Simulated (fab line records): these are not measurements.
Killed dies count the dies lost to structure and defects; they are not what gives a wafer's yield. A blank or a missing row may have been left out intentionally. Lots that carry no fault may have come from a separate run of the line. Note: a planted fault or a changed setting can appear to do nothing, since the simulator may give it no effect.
Matching of chambers :: flow nand-harc :: NHARC_A_CHANNEL_HOLE_D1_ETCH_38 on rie-diel-12 has 4 sister chambers
The step etches the open film in CF4, target depth 39 nm, time 65 s. 8 wafers are shown with their chamber, then 12 later ones without.

== EACH WAFER AND ITS CHAMBER ==
wafer: L498.6
chamber: 3
drypump-motor-current-A (A): 6.0
rf-vpp-V (V): 150.0

wafer: L500.4
chamber: 3
drypump-motor-current-A (A): 6.1
rf-vpp-V (V): 151.2

wafer: L501.1
chamber: 0
drypump-motor-current-A (A): 6.5
rf-vpp-V (V): 151.8

wafer: L501.5
chamber: 1
drypump-motor-current-A (A): 5.2
rf-vpp-V (V): 152.1

wafer: L501.6
chamber: 2
drypump-motor-current-A (A): 5.7
rf-vpp-V (V): 149.8

wafer: L502.2
chamber: 2
drypump-motor-current-A (A): 5.7
rf-vpp-V (V): 149.1

wafer: L502.3
chamber: 0
drypump-motor-current-A (A): 6.5
rf-vpp-V (V): 153.0

wafer: L502.5
chamber: 1
drypump-motor-current-A (A): 5.1
rf-vpp-V (V): 151.0

== WAFERS WITHOUT THEIR CHAMBER ==
wafer: L504.1
drypump-motor-current-A (A): 5.7
rf-vpp-V (V): 150.9

wafer: L504.2
drypump-motor-current-A (A): 5.1
rf-vpp-V (V): 150.7

wafer: L504.3
drypump-motor-current-A (A): 6.5
rf-vpp-V (V): 153.3

wafer: L505.4
drypump-motor-current-A (A): 5.7
rf-vpp-V (V): 151.9

wafer: L505.5
drypump-motor-current-A (A): 5.7
rf-vpp-V (V): 151.3

wafer: L505.6
drypump-motor-current-A (A): 6.1
rf-vpp-V (V): 151.1

wafer: L510.1
drypump-motor-current-A (A): 6.0
rf-vpp-V (V): 151.2

wafer: L510.2
drypump-motor-current-A (A): 6.5
rf-vpp-V (V): 152.6

wafer: L510.4
drypump-motor-current-A (A): 5.7
rf-vpp-V (V): 151.3

wafer: L515.1
drypump-motor-current-A (A): 5.7
rf-vpp-V (V): 150.2

wafer: L515.2
drypump-motor-current-A (A): 6.5
rf-vpp-V (V): 151.8

wafer: L515.4
drypump-motor-current-A (A): 5.1
rf-vpp-V (V): 151.6

== THE CHAMBER EACH PASSED THROUGH ==
wafer: L504.1
from the rows above: 2
in truth: 2

wafer: L504.2
from the rows above: 1
in truth: 1

wafer: L504.3
from the rows above: 0
in truth: 0

wafer: L505.4
from the rows above: 2
in truth: 2

wafer: L505.5
from the rows above: 2
in truth: 2

wafer: L505.6
from the rows above: 3
in truth: 3

wafer: L510.1
from the rows above: 3
in truth: 3

wafer: L510.2
from the rows above: 0
in truth: 0

wafer: L510.4
from the rows above: 2
in truth: 2

wafer: L515.1
from the rows above: 2
in truth: 2

wafer: L515.2
from the rows above: 0
in truth: 0

wafer: L515.4
from the rows above: 1
in truth: 1
Correct placement for 12 of the 12. Not placeable from these rows: 0. Wrongly placed: 0.
How it was worked out, from the rows above alone: a wafer's distance from a chamber is the root of the sum, over the readings, of the square of ((its reading less the chamber's mean) divided by the reading's scatter). The wafer belongs to the nearest chamber; if the next one is less than 2 further off, it can't be placed. For every chamber, the mean is computed from those of its wafers that are shown. The scatter: take each reading less its chamber's mean, square it, sum over the shown wafers, divide by the number of wafers less the number of chambers, and take the root.
